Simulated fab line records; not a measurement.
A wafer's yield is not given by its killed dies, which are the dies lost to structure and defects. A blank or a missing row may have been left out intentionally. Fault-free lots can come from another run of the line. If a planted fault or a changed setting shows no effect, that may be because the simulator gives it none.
fab line records ; flow nand-harc ; part 2 of 2: steps 20 to 27 of 27
record: lots: 5; wafers: 15; last-day: 33
route steps=1302 shown A_CONTACT@998
lots untouched by any fault: they come from a run of this same line in which no faults occurred
start-h: hours from the record's opening day to when the first of the lot's shown wafers began ; wait-h: hours elapsed since this lot's preceding step ; " repeats the value in the row above ; L1.1+2: several wafers, shown together as one row ; - no value, or no start given ; * or withheld: withheld ; < > ~ a bound
route shown NAME@n: a module of which the file shows steps, and the number in the route of the first ; usual: mean/standard deviation of fault-free wafers ; same: alike in all rows ; chamber/n: place in a boat ; sites: per-site readings ; _std_site: standard deviation across them ; _edge_site: inner sites' mean taken away from outer sites' mean ; radius-mm: for every site, how far away it sits from the centre of the wafer ; mask NAME#n: copy n ; behind: the last tool/chamber to shape the wafer ; hold: the reason the lot was held/the length of the hold in hours/how it ended ; device: transistor that didn't switch, given as n, p or np ; end of line: at the end of the route, the tests of the same wafers ; step lacking rows: just its recipe ; killed: at the first sort, the dies lost to defects and structure; wafer yield is something else ; map: the dies of a wafer, with x for killed, . for not killed, _ for no die there
set.NAME: the setting as run; set.NAME@STEP: as run at that earlier step ; model.NAME: the simulator's own value behind a step, which no gauge read
lots seen at some steps along the route; tables by step, rows by wafer
services: when a tool's chamber went out of use (start-h, in hours from the record's first day, below 0 if earlier), for how many hours, and the reason
== steps ==
step: NHARC_A_CONTACT_ETCH_123
recipe: source-w: withheld; pressure-mtorr: 20; bias-v: 400; time-s: 490; target-depth-a: 21100; ar-flow-sccm: withheld; c4f8-flow-sccm: 11.5; o2-flow-sccm: 7.2; chemistry: C4F8/O2/Ar
lot.wafer;tool;chamber;start-h;wait-h;rf-hours-counter-h
L074.1;har-cap-etch-03;1;487.17;0.1;38
L074.2;har-cap-etch-03;0;487.17;0.1;38
L074.6;har-cap-etch-03;1;487.17;0.1;-
L079.2;har-cap-etch-01;0;556.91;0.1;6
L079.1;har-cap-etch-01;1;556.91;0.1;6
L079.3;har-cap-etch-01;0;556.91;0.1;-
L083.2;har-cap-etch-02;0;593.10;0.2;99
L083.4;har-cap-etch-02;1;593.10;0.2;-
L083.5;har-cap-etch-02;1;593.10;0.2;-
L093.2;har-cap-etch-02;0;693.39;0.2;117
L093.3;har-cap-etch-02;1;693.39;0.2;-
L093.6;har-cap-etch-02;0;693.39;0.2;-
L096.3;har-cap-etch-01;1;728.86;0.3;-
L096.4;har-cap-etch-01;0;728.86;0.3;-
L096.6;har-cap-etch-01;1;728.86;0.3;-
step: NHARC_A_CONTACT_ETCH_90
recipe: target-depth-a: 400; over-etch-frac: 0.5; time-s: 85.7; ion-energy-ev: 120; ch3f-flow-sccm: 50; o2-flow-sccm: 30; ar-flow-sccm: 200; rf-w: 500; bias-w: 100; chemistry: CH3F/O2
usual: drypump-motor-current-A: 5.7/0.47; oes-product-au: 0.96/0.038; rf-vpp-V: 244.5/1.5; showerhead-plenum-p-Torr: 2.47/0.092; throttle-valve-pct: 20.664/0.01
lot.wafer;tool;chamber;start-h;wait-h;drypump-motor-current-A;oes-product-au;rf-hours-counter-h;rf-vpp-V;showerhead-plenum-p-Torr;throttle-valve-pct
L074.1;rie-diel-04;2;488.15;0.9;5.7;0.92;42;245.0;2.48;20.679
L074.2;rie-diel-04;1;488.15;0.9;5.4;0.93;39;246.6;2.58;20.666
L074.6;rie-diel-04;2;488.15;0.9;5.6;0.92;-;245.2;2.48;20.652
L079.1;rie-diel-04;2;557.90;0.8;5.6;0.91;9;243.3;2.47;20.665
L079.2;rie-diel-04;3;557.90;0.8;5.6;0.92;9;243.3;2.48;20.667
L079.3;rie-diel-04;1;557.90;0.8;5.5;0.92;9;244.1;2.57;20.664
L083.2;rie-diel-08;3;593.99;0.8;5.4;1.01;7;241.4;2.33;20.664
L083.4;rie-diel-08;0;593.99;0.8;6.8;1.01;7;244.7;2.52;20.672
L083.5;rie-diel-08;0;593.99;0.8;6.8;1.00;-;244.9;2.52;20.658
L093.2;rie-diel-07;0;694.31;0.8;5.2;1.01;11;244.6;2.50;20.665
L093.3;rie-diel-07;1;694.31;0.8;5.9;1.01;8;246.0;2.59;20.644
L093.6;rie-diel-07;0;694.31;0.8;5.2;1.01;-;243.8;2.50;20.650
L096.3;rie-diel-07;0;729.67;0.7;5.2;0.93;25;244.6;2.49;20.662
L096.4;rie-diel-07;2;729.67;0.7;5.1;0.93;24;240.7;2.33;20.657
L096.6;rie-diel-07;0;729.67;0.7;5.2;0.92;-;244.7;2.49;20.661
step: NHARC_A_CONTACT_ETCH_96
recipe: target-depth-a: 200; over-etch-frac: 0.5; time-s: 10; ion-energy-ev: 250; c4f6-flow-sccm: 25; o2-flow-sccm: 20; ar-flow-sccm: 500; rf-w: 600; bias-w: 500; chemistry: C4F6/O2
usual: drypump-motor-current-A: 5.7/0.45; oes-product-au: 0.973/0.028; rf-vpp-V: 547/3.1; showerhead-plenum-p-Torr: 3.94/0.14; throttle-valve-pct: 26.904/0.0095
lot.wafer;tool;chamber;start-h;wait-h;drypump-motor-current-A;oes-product-au;rf-hours-counter-h;rf-vpp-V;showerhead-plenum-p-Torr;throttle-valve-pct
L074.1;rie-diel-04;3;-;-;5.7;0.948;41;549;3.97;26.900
L074.2;rie-diel-04;0;-;-;5.8;0.932;38;550;4.13;26.906
L074.6;rie-diel-04;2;-;-;5.7;0.931;-;548;3.96;26.904
L079.3;rie-diel-04;1;558.26;0.3;5.5;0.966;9;550;4.08;26.907
L079.1;rie-diel-04;2;558.26;0.3;5.7;0.964;9;549;3.94;26.879
L079.2;rie-diel-04;3;558.26;0.3;5.6;0.989;9;548;3.95;26.912
L083.2;rie-diel-08;3;-;-;5.4;1.004;7;544;3.74;26.903
L083.4;rie-diel-08;0;-;-;6.8;1.000;7;549;4.02;26.902
L083.5;rie-diel-08;2;-;-;5.4;1.010;-;543;3.78;26.905
L093.3;rie-diel-07;1;-;-;5.9;1.012;8;551;4.12;26.902
L093.2;rie-diel-07;0;-;-;5.2;0.996;11;548;3.98;26.909
L093.6;rie-diel-07;2;-;-;5.2;0.989;-;542;3.74;26.907
L096.3;rie-diel-07;0;-;-;5.2;0.969;25;548;3.98;26.897
L096.4;rie-diel-07;3;-;-;5.4;0.962;25;551;4.10;26.911
L096.6;rie-diel-07;1;-;-;5.8;0.980;-;550;4.12;26.901
step: NHARC_A_CONTACT_CD_MEAS_53
usual: cd-nm: 289.6/0.7
lot.wafer;tool;chamber;start-h;wait-h;cd-nm
L074.1;cd-sem-02;-;488.37;-;287.1
L074.2;cd-sem-02;-;488.37;-;287.7
L074.6;cd-sem-02;-;488.37;-;288.0
L079.1;cd-sem-03;-;558.35;-;290.4
L079.2;cd-sem-03;-;558.35;-;289.2
L079.3;cd-sem-03;-;558.35;-;289.3
L083.2;cd-sem-01;-;594.21;-;289.4
L083.4;cd-sem-01;-;594.21;-;289.8
L083.5;cd-sem-01;-;594.21;-;289.7
L093.2;cd-sem-01;-;694.53;-;290.3
L093.3;cd-sem-01;-;694.53;-;291.1
L093.6;cd-sem-01;-;694.53;-;290.4
L096.3;cd-sem-02;-;730.03;-;289.3
L096.4;cd-sem-02;-;730.03;-;289.3
L096.6;cd-sem-02;-;730.03;-;289.0
step: NHARC_A_CONTACT_STRIP_99
recipe: n2-flow-sccm: 150; h2-flow-sccm: 150; ar-flow-sccm: 0; bias-w: 0; chemistry: N2/H2
lot.wafer;tool;chamber;start-h;wait-h
L074.2+1+6;rie-diel-04;1,2,0;488.46;0.1
L079.2+3+1;rie-diel-08;0,1,3;558.42;0.1
L083.2+4+5;rie-diel-08;0,2,1;594.28;0.1
L093.2+3+6;rie-diel-04;1,3,1;694.61;0.1
L096.3+4+6;rie-diel-07;3,2,0;730.10;0.1
step: NHARC_A_CONTACT_STRIP_100
recipe: cf4-flow-sccm: 100; chf3-flow-sccm: 30; ar-flow-sccm: 0; bias-w: 0; chemistry: CF4/CHF3
lot.wafer;tool;chamber;start-h;wait-h
L074.2+1+6;rie-diel-04;2,0,3;488.54;0.1
L079.1+2+3;rie-diel-08;3,0,2;558.52;0.1
L083.2+4+5;rie-diel-08;3,0,0;594.38;0.1
L093.3+2+6;rie-diel-04;3,1,3;694.70;0.1
L096.4+3+6;rie-diel-07;0,1,1;730.19;0.1
step: NHARC_A_CONTACT_STRIP_101
recipe: o2-flow-sccm: 400; cos-flow-sccm: 20; ar-flow-sccm: 0; bias-w: 0; chemistry: O2/COS
lot.wafer;tool;chamber;start-h;wait-h
L074.1+2+6;rie-diel-04;2,0,2;488.60;0.1
L079.3+2+1;rie-diel-08;3,0,2;558.58;0.0
L083.2+4+5;rie-diel-08;1,3,0;594.44;0.1
L093.3+2+6;rie-diel-04;1,2,1;694.76;0.1
L096.3+4+6;rie-diel-07;2,0,1;730.26;0.1
step: NHARC_A_CONTACT_ETCH_102
recipe: target-depth-a: 1000; overetch-a: 100; time-s: 55; ion-energy-ev: 100; cf4-flow-sccm: 80; o2-flow-sccm: 20; ar-flow-sccm: 0; rf-w: 300; bias-w: 100; chemistry: CF4/O2
usual: drypump-motor-current-A: 5.7/0.48; oes-product-au: 0.999/0.0098; rf-vpp-V: 197.9/1.2; showerhead-plenum-p-Torr: 1.34/0.051; throttle-valve-pct: 13.396/0.0092
lot.wafer;tool;chamber;start-h;wait-h;drypump-motor-current-A;oes-product-au;rf-hours-counter-h;rf-vpp-V;showerhead-plenum-p-Torr;throttle-valve-pct
L074.2;rie-diel-04;1;488.66;0.1;5.4;1.005;39;199.4;1.40;13.393
L074.1;rie-diel-04;3;488.66;0.1;5.7;0.999;41;197.0;1.35;13.392
L074.6;rie-diel-04;2;488.66;0.1;5.7;0.988;-;199.5;1.35;13.401
L079.3;rie-diel-08;3;558.64;0.1;5.4;1.009;1;196.5;1.27;13.417
L079.2;rie-diel-08;1;558.64;0.1;5.8;0.989;1;198.3;1.35;13.413
L079.1;rie-diel-08;2;558.64;0.1;5.4;1.015;1;196.0;1.29;13.390
L083.4;rie-diel-08;3;594.51;0.1;5.4;1.010;7;196.7;1.27;13.377
L083.2;rie-diel-08;0;594.51;0.1;6.8;1.004;7;197.2;1.37;13.402
L083.5;rie-diel-08;3;594.51;0.1;5.3;1.006;-;197.6;1.27;13.394
L093.3;rie-diel-04;0;694.82;0.1;5.7;0.991;41;198.4;1.40;13.383
L093.2;rie-diel-04;1;694.82;0.1;5.5;0.988;51;198.6;1.38;13.399
L093.6;rie-diel-04;1;694.82;0.1;5.5;0.982;-;199.2;1.38;13.391
L096.3;rie-diel-07;1;730.31;0.1;5.8;0.999;24;199.3;1.40;13.396
L096.4;rie-diel-07;0;730.31;0.1;5.2;1.004;25;197.2;1.35;13.394
L096.6;rie-diel-07;1;730.31;0.1;5.8;1.006;-;198.8;1.41;13.403
== services ==
tool;chamber;start-h;hours;kind
rie-diel-04;0;462.26;-;clean
rie-diel-04;1;462.26;-;clean
rie-diel-07;-;471.20;9.0;pm
har-cap-etch-02;-;478.90;11.0;repair
har-cap-etch-01;-;497.63;17.0;pm
rie-diel-04;-;532.93;9.0;pm
rie-diel-08;-;536.17;0.4;repair
rie-diel-08;-;544.87;9.0;pm
rie-diel-07;1;554.62;4.5;repair
rie-diel-07;0;555.62;7.3;repair
har-cap-etch-03;-;566.91;0.3;repair
rie-diel-04;3;582.21;24.3;repair
rie-diel-04;-;597.26;0.4;repair
rie-diel-07;3;624.07;13.7;repair
rie-diel-08;0;632.02;11.3;repair
rie-diel-07;-;648.20;9.0;pm
rie-diel-08;3;663.73;13.8;repair
har-cap-etch-03;-;665.38;0.3;repair
rie-diel-07;-;671.04;1.6;repair
rie-diel-04;2;673.46;3.1;repair
rie-diel-04;-;709.98;9.0;pm
har-cap-etch-03;-;712.64;2.1;repair
rie-diel-08;-;721.90;9.0;pm
rie-diel-04;2;724.15;3.9;repair
